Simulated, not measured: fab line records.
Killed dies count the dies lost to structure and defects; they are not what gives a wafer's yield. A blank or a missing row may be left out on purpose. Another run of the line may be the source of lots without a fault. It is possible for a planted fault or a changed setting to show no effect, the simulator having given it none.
Which of the tools did it? | flow nand-harc | Sampling: 12 lots, 36 wafers, 5 of 1302 route steps

WHAT THE GAUGES SHOWED, per wafer
NHARC_P_M0_INSPECT_27.
lot  | measured     | on                | raw-defect-count
L705 | day 6 04:28  | defect-inspect-02 | 437 288 316
L706 | day 6 18:58  | defect-inspect-02 | 247 170 260
L708 | day 7 08:15  | defect-inspect-01 | 338 329 255
L715 | day 10 12:10 | defect-inspect-01 | 225 208 250
L718 | day 11 11:01 | defect-inspect-02 | 211 234 190
L721 | day 12 21:41 | defect-inspect-01 | 332 446 462
L723 | day 13 15:07 | defect-inspect-01 | 569 318 277
L724 | day 14 02:05 | defect-inspect-01 | 233 245 504
L725 | day 14 08:54 | defect-inspect-01 | 267 284 171
L726 | day 14 21:31 | defect-inspect-02 | 325 172 400
L727 | day 15 07:20 | defect-inspect-01 | 198 307 307
L728 | day 15 14:29 | defect-inspect-02 | 245 355 261

NHARC_END_SORT_01.
lot  | measured     | on        | defect-limited-yield (%) | killed-at-array | killed-at-other | killed-at-periphery | killed-dies | killed-open | killed-short
L705 | day 24 14:05 | prober-01 | 90.0 92.5 91.1           | 59 46 46        | 0 1 1           | 9 4 13              | 68 51 60    | 4 1 6       | 2 1 3
L706 | day 25 09:58 | prober-01 | 95.9 95.3 95.3           | 26 29 26        | 0 1 1           | 2 2 5               | 28 32 32    | 4 1 2       | 0 3 0
L708 | day 25 12:58 | prober-02 | 89.7 88.8 91.1           | 68 75 59        | 0 0 0           | 2 1 1               | 70 76 60    | 4 3 2       | 2 4 1
L715 | day 28 18:31 | prober-02 | 88.8 86.7 89.8           | 71 87 65        | 2 1 2           | 3 2 2               | 76 90 69    | 2 6 2       | 4 5 0
L718 | day 29 11:12 | prober-02 | 91.0 89.5 90.5           | 55 71 58        | 0 0 0           | 6 0 6               | 61 71 64    | 3 4 4       | 1 3 3
L721 | day 30 20:13 | prober-02 | 86.9 85.7 87.9           | 85 89 78        | 0 1 0           | 4 7 4               | 89 97 82    | 1 2 3       | 3 3 4
L723 | day 31 23:44 | prober-01 | 89.5 92.0 92.5           | 62 49 46        | 1 1 0           | 8 4 5               | 71 54 51    | 5 2 5       | 3 3 0
L724 | day 31 22:58 | prober-02 | 90.8 87.9 89.2           | 61 78 68        | 0 0 0           | 1 4 5               | 62 82 73    | 7 4 1       | 2 1 5
L725 | day 32 21:01 | prober-02 | 88.3 88.3 87.6           | 78 76 80        | 0 0 0           | 1 3 4               | 79 79 84    | 4 6 2       | 1 2 4
L726 | day 32 18:44 | prober-01 | 89.4 92.3 91.4           | 67 48 52        | 1 1 1           | 4 3 5               | 72 52 58    | 5 1 2       | 2 1 4
L727 | day 33 03:29 | prober-01 | 90.3 93.5 92.2           | 53 37 50        | 0 2 0           | 13 5 3              | 66 44 53    | 2 3 5       | 6 0 2
L728 | day 33 04:50 | prober-02 | 88.9 88.9 87.0           | 69 75 79        | 0 0 0           | 6 0 9               | 75 75 88    | 2 2 3       | 7 6 1

WHAT TOOL EACH LOT RAN ON (gives the tool, then ch and the chambers of the sampled wafers, and finally the start)
lot  | NHARC_P_M0_ETCH_34                 | NHARC_P_M1_DEVELOP_08             | NHARC_P_M1_ETCH_15
L705 | rie-diel-08 ch 1,2,3, day 6 02:04  | litho-track-06 ch 0, day 6 05:00  | rie-diel-06 ch 0,1,2, day 24 14:05 or earlier
L706 | rie-diel-04 ch 0,2, day 6 16:26    | litho-track-01 ch 0, day 6 20:00  | rie-diel-11 ch 1,2,3, day 25 09:58 or earlier
L708 | rie-diel-04 ch 1,2,3, day 7 05:46  | litho-track-04 ch 0, day 7 09:00  | rie-diel-11 ch 0,1,3, day 25 12:58 or earlier
L715 | rie-diel-04 ch 0,2,3, day 10 09:44 | litho-track-06 ch 0, day 10 13:00 | rie-diel-11 ch 0,1, day 28 18:31 or earlier
L718 | rie-diel-04 ch 1,2,3, day 11 08:06 | litho-track-06 ch 0, day 11 12:00 | rie-diel-07 ch 0,1,3, day 29 11:12 or earlier
L721 | rie-diel-04 ch 0,1,3, day 12 19:18 | litho-track-04 ch 0, day 12 22:00 | rie-diel-11 ch 0,1,3, day 30 20:13 or earlier
L723 | rie-diel-08 ch 0,3, day 13 12:33   | litho-track-01 ch 0, day 13 16:00 | rie-diel-07 ch 2,3, day 31 23:44 or earlier
L724 | rie-diel-10 ch 2,3, day 13 23:35   | litho-track-01 ch 0, day 14 03:00 | rie-diel-11 ch 0,1,3, day 31 22:58 or earlier
L725 | rie-diel-04 ch 0,1,3, day 14 06:32 | litho-track-06 ch 0, day 14 10:00 | rie-diel-07 ch 0,1,3, day 32 21:01 or earlier
L726 | rie-diel-04 ch 0,1,2, day 14 19:07 | litho-track-06 ch 0, day 14 22:00 | rie-diel-07 ch 0,1, day 32 18:44 or earlier
L727 | rie-diel-04 ch 1,2, day 15 04:50   | litho-track-04 ch 0, day 15 08:00 | rie-diel-07 ch 2,3, day 33 03:29 or earlier
L728 | rie-diel-08 ch 1,2, day 15 12:05   | litho-track-06 ch 0, day 15 15:00 | rie-diel-11 ch 1,3, day 33 04:50 or earlier
- NHARC_P_M0_ETCH_34: etches the open film in N2/H2, target depth 40 nm, overetch 12 nm, time 43.94 s.
- NHARC_P_M1_DEVELOP_08: develop time 35 s.
- NHARC_P_M1_ETCH_15: etches the open film in C4F8/Ar, target depth 182.5 nm, time 91.2 s.

WHAT THE TOOLS THEMSELVES READ (means of the sampled wafers that have a number; where no wafer has one, the mark that the record gives instead)
NHARC_P_M0_ETCH_34.
lot  | tool        | drypump-motor-current-A (A) | n2-flow-sccm (sccm) | oes-product-au (a.u.) | rf-vpp-V (V) | showerhead-plenum-p-Torr (Torr) | throttle-valve-pct (%)
L705 | rie-diel-08 | 5.6                         | 150.0               | 1.002                 | 432.0        | 2.10                            | 14.172
L706 | rie-diel-04 | 6.1                         | 149.5               | 1.025                 | 432.2        | 2.10                            | 14.174
L708 | rie-diel-04 | 5.6                         | 149.6               | 0.989                 | 429.8        | 1.99                            | 14.156
L715 | rie-diel-04 | 5.8                         | 149.7               | 1.000                 | 430.4        | 2.02                            | 14.169
L718 | rie-diel-04 | 5.6                         | 149.7               | 0.999                 | 428.8        | 1.98                            | 14.168
L721 | rie-diel-04 | 5.5                         | 149.5               | 1.006                 | 428.7        | 2.04                            | 14.174
L723 | rie-diel-08 | 5.4                         | 150.4               | 1.010                 | 429.8        | 2.03                            | 14.174
L724 | rie-diel-10 | 5.6                         | 149.6               | 0.999                 | 433.2        | 2.12                            | 14.161
L725 | rie-diel-04 | 5.5                         | 150.0               | 1.008                 | 430.1        | 2.04                            | 14.170
L726 | rie-diel-04 | 5.9                         | 150.5               | 1.006                 | 431.0        | 2.06                            | 14.175
L727 | rie-diel-04 | 6.1                         | 149.9               | 0.998                 | 429.0        | 2.00                            | 14.167
L728 | rie-diel-08 | 5.8                         | 150.3               | 1.009                 | 430.9        | 2.06                            | 14.172

NHARC_P_M1_DEVELOP_08.
lot  | tool           | developer-temp-C (C)
L705 | litho-track-06 | 23.01
L706 | litho-track-01 | 23.21
L708 | litho-track-04 | 22.99
L715 | litho-track-06 | 23.92
L718 | litho-track-06 | 24.02
L721 | litho-track-04 | 23.11
L723 | litho-track-01 | 23.02
L724 | litho-track-01 | 23.10
L725 | litho-track-06 | 22.97
L726 | litho-track-06 | 22.87
L727 | litho-track-04 | 23.03
L728 | litho-track-06 | 22.99

NHARC_P_M1_ETCH_15.
lot  | tool        | oes-product-au (a.u.) | rf-vpp-V (V)
L705 | rie-diel-06 | 0.925                 | 438.7
L706 | rie-diel-11 | 0.975                 | 443.2
L708 | rie-diel-11 | 0.964                 | 442.6
L715 | rie-diel-11 | 0.966                 | 442.2
L718 | rie-diel-07 | 0.967                 | 439.7
L721 | rie-diel-11 | 0.989                 | 443.0
L723 | rie-diel-07 | 0.975                 | 439.1
L724 | rie-diel-11 | 0.934                 | 442.1
L725 | rie-diel-07 | 0.969                 | 439.8
L726 | rie-diel-07 | 0.961                 | 438.3
L727 | rie-diel-07 | 0.981                 | 440.1
L728 | rie-diel-11 | 0.940                 | 444.3

THE ANSWER, worked out from the rows above alone
Rule: usual is defined by the lots themselves. The widest of any qualifying gaps counts: lots, ordered by their means at a reading, are off when they make up no more than a third of the lots, leave a main group of 4 or more, and stand apart from it by 3 or more times the standard deviation of that group's means. A main group whose means are all the same, to the digits that the tables above print for the reading, isn't used. A lot without any number at a reading at which 4 lots or more have one is off too. Any other lot the step has rows for is counted as sound. After the gauges, taken in route order, come the tools' own readings; for these a lot's mean is taken, as printed above. The first step at which some lot is off is used, and at that step the reading that is off furthest; a lot without a number counts as furthest.
Off: L715, L718 (NHARC_P_M1_DEVELOP_08, developer-temp-C). For the main group the mean is 23.03 C and the standard deviation 0.088.
A tool fits if, at that step or a process step before it, it ran every lot that is off, and no sound lot after the first of them. No candidate that was tried fits.

WHAT THE SIMULATOR PUT IN
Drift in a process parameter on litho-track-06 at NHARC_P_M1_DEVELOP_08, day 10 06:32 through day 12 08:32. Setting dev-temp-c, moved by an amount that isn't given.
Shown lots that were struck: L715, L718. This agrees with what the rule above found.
